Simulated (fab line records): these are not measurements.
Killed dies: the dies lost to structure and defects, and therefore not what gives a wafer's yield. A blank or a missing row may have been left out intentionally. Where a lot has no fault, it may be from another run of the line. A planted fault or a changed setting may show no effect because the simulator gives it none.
Lot-split experiment    flow n5Finfet    on a route of 1938 steps: 7 lots, 21 wafers read

## THE SPLIT ITSELF
At N5_BEOL_M15_EXPOSE_07 (exposes mask V14), the setting doseMj was moved away from the recipe's 41.25 on 5 of the 21 wafers read, by -4.9% to +5.5%. All remaining wafers had this setting at the recipe value.

## FROM THE SPLIT TO THE READING: what the file shows between them, 11 steps
- N5_BEOL_M15_PEB_08: peb time 90 s
- N5_BEOL_M15_DEVELOP_09: develop time 45 s
- N5_BEOL_M15_HARDBAKE_14: time 120 s
- N5_BEOL_M15_CD_MEAS_10: target cd 360 nm
- N5_BEOL_M15_DESCUM_15: chemistry O2, time 7.9 s
- N5_BEOL_M15_ETCH_59: etches BARC in N2/H2, target depth 89 nm, overetch 26.7 nm, time 67.9 s
- N5_BEOL_M15_VIA_ETCH_16: etches SiO2 in C4F8/O2/Ar, target depth 1792.2 nm
- N5_BEOL_M15_STRIP_63: strips in O2
- N5_BEOL_M15_STRIP_64: strips in O2
- N5_BEOL_M15_STRIP_65: strips in post etch residue remover, time 60 s
- N5_BEOL_M15_SRD_66: time 30 s, dry time 30 s

## THE READING
Shown in nm: cdNm at N5_BEOL_M15_CD_MEAS_17, with target cd 360 nm. Typical for fault-free wafers on this fab line: 361.9 nm, with standard deviation 1.5 nm.

wafer   tool, chamber at the split  doseMj as run  against the recipe  cdNm, nm  against lot-mates on the recipe
L074.1  krfScanner-01, 0            39.21          -4.9%               353.0     -7.1
L074.2  krfScanner-01, 0            41.25          recipe              360.8     -
L074.4  krfScanner-01, 0            41.25          recipe              359.4     -
L076.4  krfScanner-01, 0            40.31          -2.3%               358.7     -4.2
L076.5  krfScanner-01, 0            41.25          recipe              363.9     -
L076.6  krfScanner-01, 0            41.25          recipe              361.8     -
L078.2  krfScanner-01, 0            41.25          recipe              361.0     -
L078.4  krfScanner-01, 0            41.25          recipe              360.4     -
L078.6  krfScanner-01, 0            41.25          recipe              361.8     -
L084.2  krfScanner-02, 0            41.25          recipe              364.5     -
L084.5  krfScanner-02, 0            41.25          recipe              362.3     -
L084.6  krfScanner-02, 0            41.25          recipe              361.3     -
L087.1  krfScanner-02, 0            39.71          -3.7%               356.6     -7.1
L087.5  krfScanner-02, 0            41.25          recipe              364.6     -
L087.6  krfScanner-02, 0            41.25          recipe              362.8     -
L090.1  krfScanner-01, 0            41.25          recipe              361.0     -
L090.3  krfScanner-01, 0            41.25          recipe              360.0     -
L090.6  krfScanner-01, 0            41.25          recipe              361.3     -
L095.2  krfScanner-01, 0            41.25          recipe              360.8     -
L095.4  krfScanner-01, 0            43.5           +5.5%               373.5     +12.7
L095.6  krfScanner-01, 0            43.5           +5.5%               371.6     +10.8

FIT RESULTS
A straight line over all 21 wafers: cdNm changes by +1.82 nm for each +1% of doseMj; r = +0.94; the points scatter about the line by 1.5 nm.
The same after taking each lot's own level away (the mean of its wafers on the recipe; 21 wafers): +1.93 nm for each +1%; r = +0.97; scatter 1.1 nm.
According to that fit, moving doseMj by its largest amount changes the reading by 11 nm.
Measured against the standard deviation above, the lots' own levels, which go from 360.10 to 363.70 nm, span 2.4 times it.
So the lot-to-lot level changes the slope little: the two slopes agree.
Check: for one of the wafers moved furthest among these (+5.5%), held out of the fit, the line's prediction against its lot-mates is +9.83 nm. It came out at +12.7 nm against them.

## THE OTHER SPLITS THESE WAFERS WENT THROUGH
Note: prior to the reading, these wafers also went through further splits. Each is held against what the fit with the lots' levels taken away leaves over:
other split on the same wafers  wafers away from the commonest value  r with cdNm (lot level and that fit taken away)
N5_BEOL_M13_DEP_53 timeS        6                                     -0.26
N5_BEOL_M14_EXPOSE_07 doseMj    5                                     +0.05
N5_BEOL_M15_ILD_DEP_00 timeS    7                                     +0.16

## THE WHOLE CHAIN: every reading that the file lists as answering this split, in the file's order
step                    what it does      reading  change (the file's fit)               r (the file's)
N5_BEOL_M15_CD_MEAS_10  target cd 360 nm  cdNm     +1.71 nm for each +1% of the setting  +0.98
N5_BEOL_M15_CD_MEAS_17  target cd 360 nm  cdNm     +1.84 nm for each +1% of the setting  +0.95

## THE FILE'S OWN FIT
cdNm changes by +1.84 nm for each +1% of doseMj, r = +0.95.
